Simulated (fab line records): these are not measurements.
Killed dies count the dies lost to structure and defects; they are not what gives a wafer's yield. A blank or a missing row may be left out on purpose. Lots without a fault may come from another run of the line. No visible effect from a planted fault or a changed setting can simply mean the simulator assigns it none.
Matching of chambers -- flow n5 finfet -- N5_BEOL_M6_STRIP_67 on rie diel-01 has 4 sister chambers
The step strips in CF4. 4 wafers are shown with their chamber, then 10 later ones without.

## EACH WAFER AND ITS CHAMBER
wafer,chamber,drypump motor current A (A)
L088.5,1,5.5
L090.4,0,5.6
L090.6,3,4.8
L089.5,2,5.6

## WAFERS WITH NO CHAMBER GIVEN
wafer,drypump motor current A (A)
L089.6,4.8
L092.1,5.6
L092.2,4.8
L092.5,5.6
L094.2,4.8
L094.3,5.7
L094.4,5.6
L093.1,4.8
L093.4,5.6
L093.5,5.6

## EACH ONE'S CHAMBER
wafer,from the rows above,in truth
L089.6,3,3
L092.1,can't be placed: 0 or 2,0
L092.2,3,3
L092.5,can't be placed: 0 or 2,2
L094.2,3,3
L094.3,can't be placed: 0 or 2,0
L094.4,can't be placed: 0 or 2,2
L093.1,3,3
L093.4,can't be placed: 0 or 2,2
L093.5,can't be placed: 0 or 2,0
4 of 10 placed correctly. Cannot be placed on the basis of these rows: 6; the candidates contain the true chamber in 6. 0 placed wrongly.
How it was worked out, from the rows above alone: a wafer's distance from a chamber is the root of the sum, over the readings, of the square of ((its reading less the chamber's mean) divided by the reading's scatter). The wafer belongs to the nearest chamber; if the next one is less than 2 further off, it can't be placed. Each chamber's mean is taken over the wafers shown for it. The scatter: root of mean squared gap, hidden wafer to nearest shown wafer, with one shown wafer a chamber.
